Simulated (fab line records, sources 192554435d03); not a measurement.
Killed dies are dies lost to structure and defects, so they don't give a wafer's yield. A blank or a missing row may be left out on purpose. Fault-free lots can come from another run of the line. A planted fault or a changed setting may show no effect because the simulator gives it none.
Matching of chambers -- flow n5_finfet -- N5_HKMG_FIN_STRIP_57 on rie_diel-03: 4 sister chambers
The step strips in CF4. 8 wafers are shown with their chamber, then 9 later ones without.

## WAFERS, EACH WITH ITS CHAMBER
wafer,chamber,drypump_motor_current_A (A),showerhead_plenum_p_Torr (Torr)
L077.2,2,5.7,1.70
L077.3,3,6.0,1.69
L078.1,2,5.7,1.70
L079.5,3,5.9,1.69
L079.6,0,5.0,1.78
L086.3,1,6.3,1.75
L086.4,0,5.0,1.77
L086.5,1,6.3,1.75

## WAFERS MISSING THEIR CHAMBER
wafer,drypump_motor_current_A (A),showerhead_plenum_p_Torr (Torr)
L090.1,5.9,1.68
L090.4,6.3,1.75
L090.5,5.0,1.77
L093.1,5.0,1.77
L093.3,6.3,1.75
L093.4,5.7,1.90
L095.1,5.8,1.90
L095.4,5.0,1.77
L095.6,6.3,1.75

## THE CHAMBER EACH PASSED THROUGH
wafer,from the rows above,in truth
L090.1,3,3
L090.4,1,1
L090.5,0,0
L093.1,0,0
L093.3,1,1
L093.4,0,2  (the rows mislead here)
L095.1,0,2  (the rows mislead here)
L095.4,0,0
L095.6,1,1
Placed correctly: 7 of 9. Number that these rows cannot place: 0. 2 placed wrongly.
How it was worked out, from the rows above alone: a wafer's distance from a chamber is the root of the sum, over the readings, of the square of ((its reading less the chamber's mean) divided by the reading's scatter). If the next closest chamber is less than 2 further off than the closest, the wafer can't be placed; otherwise it belongs to the closest. A chamber's mean is the mean of its shown wafers. The scatter is the square root of a quotient: the sum, over the shown wafers, of each reading's squared deviation from its chamber's mean, divided by wafers minus chambers.
